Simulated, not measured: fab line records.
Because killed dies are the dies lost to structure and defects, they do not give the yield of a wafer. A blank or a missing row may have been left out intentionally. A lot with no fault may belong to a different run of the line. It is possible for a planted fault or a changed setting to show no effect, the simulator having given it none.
Comparing a struck lot with a sound one | flow nand-harc | 15 out of 1302 route steps
Sound: these wafers, L187.2, L187.3, L187.4. Struck: wafer L197.6 (left out: L197.3, L197.4 of the same lot, which were not struck); the cause appears at the end.
Per side, at each step with rows, come the tool, then ch with its chambers, and then its first start. Under that, the readings that differ: sound wafers | struck wafers | difference of the means | sigmas: that difference in standard deviations of wafers without a fault.
alike: readings with means less than 2 such deviations apart, plus words and numbers identical on both sides. not compared: withheld readings, readings lacking a value on some wafer, bounds such as >300 that could conceal the same value, and numbers that have no deviation in the record and whose values overlap.
Wherever a step has rows on one side only, a row that says differs or no value, or a row with sigmas, the two part there. Numbers that have no deviation but don't overlap get no sigmas and don't part them. Lack of a reading on every wafer of one side parts them only where that side has two or more wafers.

first, 1 step without rows for these wafers: NHARC_A_CHANNEL_HOLE_D2_STRIP_43 (strips in O2/COS).
NHARC_A_CHANNEL_HOLE_D2_ETCH_44: etches the open film in CF4/O2, target depth 140 nm, overetch 14 nm, time 77 s.
  sound on rie-diel-02 ch 0,2,3, day 14 15:20; struck on rie-diel-05 ch 1, day 19 12:19
  alike: drypump-motor-current-A, oes_ar_750_au, oes-product-au, rf-vpp-V, showerhead-plenum-p-Torr, throttle-valve-pct
  not compared: rf-hours-counter-h
NHARC_A_CHANNEL_HOLE_D2_STRIP_28: strips in O2.
  sound on rie-diel-02 ch 0,1,2; struck on rie-diel-05 ch 3
  alike: drypump-motor-current-A, oes-product-au, rf-vpp-V, showerhead-plenum-p-Torr, throttle-valve-pct
  not compared: rf-hours-counter-h
then, 2 steps without rows for these wafers: NHARC_A_CHANNEL_HOLE_D2_PRECLEAN_29 (cleans in SC1); NHARC_A_CHANNEL_HOLE_D2_SRD_30.
NHARC_A_CHANNEL_HOLE_D2_CD_MEAS_31:
  sound: cd-sem-03 at day 14 16:08; struck: cd-sem-01 at day 19 13:07
  alike: cd-nm
NHARC_A_CHANNEL_HOLE_D2_XSEM_32:
  sound on xsem-01 ch 0, day 14 16:13; struck on xsem-02 ch 0, day 19 13:13
  reading            | sound          | struck | difference | sigmas
  tilt-deg (degrees) | 0.15 0.15 0.15 | 0.03   | -0.12      | -3
  alike: bot-cd-nm, bow-nm
NHARC_A_CHANNEL_HOLE_D2_INSPECT_40:
  sound: defect-inspect-02 at day 14 16:19; struck: defect-inspect-01 at day 19 13:20
  alike: raw-defect-count
then, 2 steps without rows for these wafers: NHARC_A_CHANNEL_FILL_D2_PRECLEAN_00 (cleans in SC1); NHARC_A_CHANNEL_FILL_D2_SRD_01.
NHARC_A_CHANNEL_FILL_D2_ALD_02: deposits SiO2, target thk 6 nm, pulse time 10 s, ald cycles 60.
  sound on ald-hk-04 ch 0,2,3, day 14 16:35; struck on ald-hk-04 ch 3, day 19 13:40
  alike: heater-power-w, precursor-pulse-height-rel
  not compared: ald-cycles
then, 1 step without rows for these wafers: NHARC_A_CHANNEL_FILL_D2_ALD_03 (deposits SiNx, target thk 6 nm, pulse time 60 s, ald cycles 58).
NHARC_A_CHANNEL_FILL_D2_ALD_14: deposits SiO2, target thk 2.5 nm, pulse time 10 s, ald cycles 25.
  sound on ald-hk-04 ch 0,2,3, day 14 23:29; struck on ald-hk-04 ch 3, day 19 18:12
  reading    | sound    | struck | difference | sigmas
  ald-cycles | 25 25 25 | 23     | -2         |
  alike: heater-power-w, precursor-pulse-height-rel
NHARC_A_CHANNEL_FILL_D2_ALD_15: deposits SiNx, target thk 2 nm, pulse time 60 s, ald cycles 19.
  sound on ald-sin-batch-01 ch 0; struck on ald-sin-batch-03 ch 0
  alike: precursor-pulse-height-rel
  not compared: ald-cycles
-- record jumps: 12 days between struck wafers' starts before vs after; left off in module A_CHANNEL_FILL_D2, resumes in module END, first step shown is number 1302 of the route --
NHARC_END_SORT_01:
  sound on prober-01 ch 0, day 26 02:47; struck on prober-02 ch 0, day 31 12:10
  reading     | sound    | struck | difference | sigmas
  killed-dies | 93 80 94 | 53     | -36        | -2
  alike: killed-at-array, killed-at-other, killed-at-periphery, killed-open, killed-short

WHERE THEY PART
Last at NHARC_END_SORT_01 as far as this record goes, first at NHARC_A_CHANNEL_HOLE_D2_XSEM_32.

WHY: what the simulator had put in
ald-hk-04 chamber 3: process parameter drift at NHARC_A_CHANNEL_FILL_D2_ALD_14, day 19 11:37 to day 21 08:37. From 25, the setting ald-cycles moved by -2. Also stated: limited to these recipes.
